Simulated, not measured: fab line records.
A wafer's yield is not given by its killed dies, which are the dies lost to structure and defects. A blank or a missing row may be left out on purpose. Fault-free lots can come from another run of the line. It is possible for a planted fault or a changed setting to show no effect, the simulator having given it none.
Code-filled problem report in 8D (eight disciplines) form / flow nandHarc / the parts of the form that need people (team, actions taken, sign-off) are left out

== 1. WHAT IS WRONG ==
At NHARC_END_SORT_01, killedAtArray averages 674 over 6 wafers from 2 lots, while fault-free wafers read 29, standard deviation 11. Measured from the usual mean, that is +59 standard deviations.
Seen first at day 23 06:09 on prober-02, wafer L852.1. The record holds 6 wafers of 2 lots with a number at this step. Rule for "out", or "out of limits": more than 4 standard deviations from the usual mean. The other wafers with a number count as sound.

== 2. WHAT IT IS AND WHAT IT IS NOT ==
question=which readings at this step; is=killedAtArray, killedDies; is not=killedAtOther, killedAtPeriphery, killedOpen
question=which lots; is=L851, L852; is not=-
question=which wafers of those lots; is=all that have a number; is not=-
question=read on which gauges; is=prober-01, prober-02; is not=-
question=when; is=from day 23 06:09; is not=up to then (0 sound wafers)

== 3. SUSPECTS, AND WHAT RULES EACH OUT ==
Counting: any tool at a process step up to the reading is kept as a suspect provided that every lot that is out went through it and no sound lot did after the first of them.
- the gauge at NHARC_END_SORT_01 has been ruled out. Those wafers that are out were read across 2 gauges (prober-01, prober-02).
- rieDiel-06 at NHARC_A_CONTACT_ETCH_49 (etches the open film in N2/H2, target depth 260 nm, time 475.3 s): kept. It ran every lot that is out, first L852 (day 20 07:05), and no sound lot after that. With no start given for some of its lots, NHARC_A_CONTACT_ETCH_49 uses the hours and lot order of NHARC_A_CONTACT_ETCH_50.
- rieDiel-06 at NHARC_A_CONTACT_ETCH_50 (etches the open film in CF4/CHF3, target depth 84.7 nm, time 42.4 s): kept. It ran every lot that is out, first L852 (day 20 07:05), and no sound lot after that.
Left after counting: rieDiel-06 at NHARC_A_CONTACT_ETCH_49, rieDiel-06 at NHARC_A_CONTACT_ETCH_50.

== 4. THE CAUSE (what the simulator had put in) ==
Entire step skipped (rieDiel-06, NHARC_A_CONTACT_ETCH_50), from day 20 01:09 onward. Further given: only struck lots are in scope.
Of the 2 suspects that counting leaves, this tool is one.

== 5. THE EFFECT CHAIN, in route order ==
Each row: a reading where the mean over the struck wafers with a number is more than 3 standard deviations away from the usual. Scope: only readings with a usual standard deviation given in the record; hours: median across lots of the time from each lot's start at the first step in this table that gives one to its start at this step; sigmas: change in usual standard deviations.
hours=0; step=NHARC_END_SORT_01; reading=killedAtArray; usual=29; on struck wafers=674; change=+646; sigmas=+59
hours=0; step=NHARC_END_SORT_01; reading=killedDies; usual=33; on struck wafers=677; change=+644; sigmas=+59
Readings that are blank on the struck wafers while sound wafers have them: biasW at NHARC_A_CONTACT_ETCH_50; cf4FlowSccm at NHARC_A_CONTACT_ETCH_50; chamberPressureMTorr at NHARC_A_CONTACT_ETCH_50; drypumpMotorCurrentA at NHARC_A_CONTACT_ETCH_50; oesProductAu at NHARC_A_CONTACT_ETCH_50; rfVppV at NHARC_A_CONTACT_ETCH_50; showerheadPlenumPTorr at NHARC_A_CONTACT_ETCH_50; throttleValvePct at NHARC_A_CONTACT_ETCH_50.

== 6. HOW IT WOULD HAVE BEEN CAUGHT EARLIER ==
77 hours passed between the start of the fault at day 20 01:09 and the first reading out of limits at a measuring or inspecting step in this record, taken at day 23 06:09.
At NHARC_A_CONTACT_ETCH_50 the tool's readings are blank on the struck wafers, where sound wafers have them: an empty tool record is the first sign, and it was there at once.
By day 23 06:09 the whole set of lots that are out, 2 in number, had already begun NHARC_A_CONTACT_ETCH_50 on rieDiel-06. Had the tool been put on hold then, not one of them would have been saved.
